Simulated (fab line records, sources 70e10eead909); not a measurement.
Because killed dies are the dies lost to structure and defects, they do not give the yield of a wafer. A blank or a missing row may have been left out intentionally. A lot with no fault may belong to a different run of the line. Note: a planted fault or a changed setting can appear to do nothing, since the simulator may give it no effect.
Which tool was responsible? -- flow nand-harc -- 36 wafers from 12 lots sampled at 5 of the route's 1159 steps

== WHAT THE GAUGES READ, wafer by wafer ==
NHARC_END_SORT_01. Usual: killed-at-array 27, standard deviation 11; killed-at-other 0.7, standard deviation 1.1; killed-at-periphery 3.4, standard deviation 2.1; killed-dies 31, standard deviation 12; killed-open 3.6, standard deviation 2; killed-short 2.0, standard deviation 1.3.
lot,measured,on,killed-at-array,killed-at-other,killed-at-periphery,killed-dies,killed-open,killed-short,flag
L262,day 20 02:30,prober-01,18 33 24,1 2 0,3 6 7,22 41 31,2 4 1,0 2 0,
L261,day 20 23:46,prober-01,15 22 27,2 0 0,5 1 4,22 23 31,6 0 3,1 1 1,
L263,day 20 15:57,prober-01,34 35 34,1 2 1,6 4 2,41 41 37,4 3 2,1 1 2,
L264,day 20 16:48,prober-02,11 14 15,0 0 0,5 5 1,16 19 16,0 5 4,0 0 0,
L265,day 21 05:58,prober-01,19 24 26,0 0 1,0 3 5,19 27 32,3 2 8,2 3 0,
L267,day 21 18:22,prober-02,19 19 11,0 0 0,3 2 3,22 21 14,4 8 1,2 3 3,
L268,day 21 18:23,prober-01,39 36 34,1 0 0,3 6 1,43 42 35,1 6 3,2 3 2,
L272,day 23 04:37,prober-01,22 336 23,0 1 2,5 4 5,27 341 30,3 5 0,2 1 3,OFF
L277,day 23 19:14,prober-01,16 15 20,0 0 1,0 1 5,16 16 26,1 2 3,1 2 2,
L278,day 24 05:10,prober-02,32 42 41,0 0 0,0 3 1,32 45 42,2 5 3,1 2 1,
L280,day 24 18:59,prober-01,14 20 20,0 0 0,1 2 3,15 22 23,2 1 4,3 3 3,
L279,day 25 12:18,prober-01,30 26 30,4 4 2,6 2 2,40 32 34,4 6 5,2 1 1,

== TOOL THAT RAN EACH LOT (tool first, then ch and the chambers of the sampled wafers, then the start) ==
lot,NHARC_A_STAIRCASE_ETCH_188,NHARC_A_STAIRCASE_ETCH_190,NHARC_A_STAIRCASE_TRIM_191,NHARC_A_STAIRCASE_TRIM_198
L262,"rie-diel-04 ch 0,1,3, day 11 22:40 or earlier","rie-diel-04 ch 1,3, day 11 22:40","rie-diel-04 ch 1,2, day 20 02:30 or earlier","rie-diel-04 ch 0,1, day 20 02:30 or earlier"
L261,"rie-diel-01 ch 0,2,3, day 11 23:56 or earlier","rie-diel-01 ch 0,1,3, day 11 23:56","rie-diel-01 ch 1,2,3, day 20 23:46 or earlier","rie-diel-02 ch 1,3, day 20 23:46 or earlier"
L263,"rie-diel-04 ch 0,3, day 12 05:52 or earlier","rie-diel-04 ch 1,2,3, day 12 05:52","rie-diel-04 ch 1,2,3, day 20 15:57 or earlier","rie-diel-01 ch 0,2, day 20 15:57 or earlier"
L264,"rie-diel-02 ch 0,1,3, day 12 05:51 or earlier","rie-diel-02 ch 0,2,3, day 12 05:51","rie-diel-02 ch 0,1, day 20 16:48 or earlier","rie-diel-04 ch 0,1,3, day 20 16:48 or earlier"
L265,"rie-diel-02 ch 1,2, day 12 23:28 or earlier","rie-diel-02 ch 0,1,3, day 12 23:28","rie-diel-02 ch 0,2,3, day 21 05:58 or earlier","rie-diel-02 ch 0,2,3, day 21 05:58 or earlier"
L267,"rie-diel-04 ch 0,1,3, day 13 18:22 or earlier","rie-diel-04 ch 0,1,2, day 13 18:22","rie-diel-04 ch 0,1,3, day 21 18:22 or earlier","rie-diel-01 ch 0,1, day 21 18:22 or earlier"
L268,"rie-diel-01 ch 0,1,2, day 13 21:13 or earlier","rie-diel-01 ch 0,1,2, day 13 21:13","rie-diel-01 ch 0,1,2, day 21 18:23 or earlier","rie-diel-02 ch 0,1,2, day 21 18:23 or earlier"
L272,"rie-diel-01 ch 0,1,3, day 14 16:10 or earlier","rie-diel-01 ch 0,1,2, day 14 16:10","rie-diel-01 ch 0,1,3, day 23 04:37 or earlier","rie-diel-04 ch 0,1,2, day 23 04:37 or earlier"
L277,"rie-diel-04 ch 0,1,2, day 15 11:14 or earlier","rie-diel-04 ch 1,2,3, day 15 11:14","rie-diel-04 ch 0,1,2, day 23 19:14 or earlier","rie-diel-01 ch 1,2,3, day 23 19:14 or earlier"
L278,"rie-diel-02 ch 0,1, day 16 04:20 or earlier","rie-diel-02 ch 0,1,2, day 16 04:20","rie-diel-02 ch 0,1, day 24 05:10 or earlier","rie-diel-02 ch 0,1, day 24 05:10 or earlier"
L280,"rie-diel-04 ch 0,1,2, day 16 09:18 or earlier","rie-diel-04 ch 0,1, day 16 09:18","rie-diel-04 ch 1,2, day 24 18:59 or earlier","rie-diel-04 ch 0,1,2, day 24 18:59 or earlier"
L279,"rie-diel-04 ch 2,3, day 16 16:58 or earlier","rie-diel-04 ch 0,2, day 16 16:58","rie-diel-04 ch 0,1, day 25 12:18 or earlier","rie-diel-04 ch 0,2,3, day 25 12:18 or earlier"
- NHARC_A_STAIRCASE_ETCH_188: etches the open film in C4F8/O2, target depth 100 nm, time 40.5 s.
- NHARC_A_STAIRCASE_ETCH_190: etches the open film in C4F8/O2, target depth 100 nm, time 40.5 s.
- NHARC_A_STAIRCASE_TRIM_191: chemistry O2, time 211.2 s.
- NHARC_A_STAIRCASE_TRIM_198: chemistry O2, time 211.2 s.

== WHAT THE TOOLS THEMSELVES READ (means of the sampled wafers that have a number; where no wafer has one, the mark that the record gives instead) ==
NHARC_A_STAIRCASE_ETCH_188. Usual: oes-product-au 0.943 a.u., standard deviation 0.015; rf-fwd-power-W 592.6 W, standard deviation 2.1; rf-vpp-V 894 V, standard deviation 4.3; run-length-s 61.8 s, standard deviation 0.51.
lot,tool,oes-product-au (a.u.),rf-fwd-power-W (W),rf-vpp-V (V),run-length-s (s),flag
L262,rie-diel-04,0.920,594.7,894,61.6,
L261,rie-diel-01,0.938,592.1,893,61.4,
L263,rie-diel-04,0.929,594.7,894,61.5,
L264,rie-diel-02,0.952,591.6,896,61.6,
L265,rie-diel-02,0.933,590.8,895,61.7,
L267,rie-diel-04,0.932,593.4,894,61.4,
L268,rie-diel-01,0.957,591.1,890,61.6,
L272,rie-diel-01,0.957,592.0,897,61.6,
L277,rie-diel-04,0.947,592.1,895,62.1,
L278,rie-diel-02,0.960,592.2,897,61.1,
L280,rie-diel-04,0.942,592.5,894,61.9,
L279,rie-diel-04,0.951,593.4,893,62.3,

NHARC_A_STAIRCASE_ETCH_190. Usual: oes-product-au 0.943 a.u., standard deviation 0.012; rf-fwd-power-W 592.6 W, standard deviation 2.2; rf-vpp-V 894 V, standard deviation 4; run-length-s 61.8 s, standard deviation 0.54.
lot,tool,oes-product-au (a.u.),rf-fwd-power-W (W),rf-vpp-V (V),run-length-s (s),flag
L262,rie-diel-04,0.939,592.5,893,61.2,
L261,rie-diel-01,0.939,590.9,891,61.7,
L263,rie-diel-04,0.942,594.3,894,61.7,
L264,rie-diel-02,0.951,593.5,891,62.0,
L265,rie-diel-02,0.942,590.5,896,61.5,
L267,rie-diel-04,0.943,593.2,895,61.9,
L268,rie-diel-01,0.943,590.6,888,61.6,
L272,rie-diel-01,0.954,591.8,895,65.1,OFF
L277,rie-diel-04,0.924,592.4,893,61.8,
L278,rie-diel-02,0.956,591.1,899,61.8,
L280,rie-diel-04,0.941,595.2,896,61.8,
L279,rie-diel-04,0.941,592.1,894,62.3,

NHARC_A_STAIRCASE_TRIM_191. Usual: drypump-motor-current-A 5.5 A, standard deviation 0.4; oes-product-au 1.005 a.u., standard deviation 0.0088; rf-vpp-V 57.8 V, standard deviation 0.79; showerhead-plenum-p-Torr 3.49 Torr, standard deviation 0.11; throttle-valve-pct 17.036 %, standard deviation 0.0077.
lot,tool,drypump-motor-current-A (A),oes-product-au (a.u.),rf-vpp-V (V),showerhead-plenum-p-Torr (Torr),throttle-valve-pct (%),flag
L262,rie-diel-04,5.6,1.012,58.0,3.51,17.034,
L261,rie-diel-01,5.5,1.009,58.5,3.43,17.040,
L263,rie-diel-04,5.4,1.010,57.4,3.47,17.033,
L264,rie-diel-02,5.8,1.001,57.4,3.52,17.034,
L265,rie-diel-02,5.5,1.009,57.7,3.43,17.039,
L267,rie-diel-04,5.3,1.002,57.5,3.48,17.037,
L268,rie-diel-01,5.6,1.005,58.1,3.33,17.040,
L272,rie-diel-01,5.3,1.006,58.3,3.56,17.035,
L277,rie-diel-04,5.4,0.999,57.9,3.50,17.027,
L278,rie-diel-02,5.8,1.010,57.6,3.50,17.043,
L280,rie-diel-04,5.6,1.005,57.5,3.49,17.036,
L279,rie-diel-04,5.2,1.015,58.4,3.51,17.029,

NHARC_A_STAIRCASE_TRIM_198. Usual: drypump-motor-current-A 5.5 A, standard deviation 0.42; oes-product-au 1.005 a.u., standard deviation 0.0093; rf-vpp-V 57.7 V, standard deviation 0.87; showerhead-plenum-p-Torr 3.48 Torr, standard deviation 0.13; throttle-valve-pct 17.037 %, standard deviation 0.0093.
lot,tool,drypump-motor-current-A (A),oes-product-au (a.u.),rf-vpp-V (V),showerhead-plenum-p-Torr (Torr),throttle-valve-pct (%),flag
L262,rie-diel-04,5.4,0.996,57.8,3.53,17.038,
L261,rie-diel-02,5.4,1.008,57.7,3.56,17.038,
L263,rie-diel-01,6.0,1.013,57.3,3.35,17.029,
L264,rie-diel-04,5.3,0.990,57.8,3.48,17.047,
L265,rie-diel-02,5.5,1.007,56.9,3.43,17.035,
L267,rie-diel-01,5.5,1.009,57.0,3.29,17.042,
L268,rie-diel-02,5.5,1.016,57.8,3.45,17.036,
L272,rie-diel-04,5.5,1.004,58.4,3.50,17.038,
L277,rie-diel-01,5.5,1.002,57.4,3.59,17.041,
L278,rie-diel-02,5.7,1.019,58.6,3.54,17.039,
L280,rie-diel-04,5.5,1.003,57.9,3.50,17.036,
L279,rie-diel-04,5.6,1.001,58.0,3.44,17.040,

== THE ANSWER, worked out from the rows above alone ==
Rule: lot off if the mean of its wafers having a number is beyond 3 standard deviations from the usual mean. A lot without any number at a reading at which 4 lots or more have one is off too. The other lots that the step has rows for count as sound. After the gauges, taken in route order, come the tools' own readings; for these a lot's mean is taken, as printed above. At the first step where some lot is off, the reading lying furthest off is the one used; lots without a number count as furthest.
Off at NHARC_END_SORT_01 (killed-at-array): L272.
If a tool, at a process step before that reading, ran all the lots that are off and no sound lot after the first of them, it fits. The gauges at NHARC_END_SORT_01 aren't tried: what is off there is off at NHARC_A_STAIRCASE_ETCH_190 too, on other tools, and a gauge's error can't cause that. NHARC_A_STAIRCASE_ETCH_188: start missing for some lots; hours and lot order therefore follow NHARC_A_STAIRCASE_ETCH_190. NHARC_A_STAIRCASE_TRIM_191: start missing for some lots; hours and lot order therefore follow NHARC_END_SORT_01. NHARC_A_STAIRCASE_TRIM_198: start missing for some lots; hours and lot order therefore follow NHARC_END_SORT_01. One candidate fits, namely rie-diel-01 at NHARC_A_STAIRCASE_ETCH_188 and NHARC_A_STAIRCASE_ETCH_190 and NHARC_A_STAIRCASE_TRIM_191. At NHARC_A_STAIRCASE_ETCH_188 its last sound lot is L268 (day 13 21:13), its first lot that is off L272 (day 14 16:10): a fault that began between those two fits.

== WHAT THE SIMULATOR HAD PUT IN ==
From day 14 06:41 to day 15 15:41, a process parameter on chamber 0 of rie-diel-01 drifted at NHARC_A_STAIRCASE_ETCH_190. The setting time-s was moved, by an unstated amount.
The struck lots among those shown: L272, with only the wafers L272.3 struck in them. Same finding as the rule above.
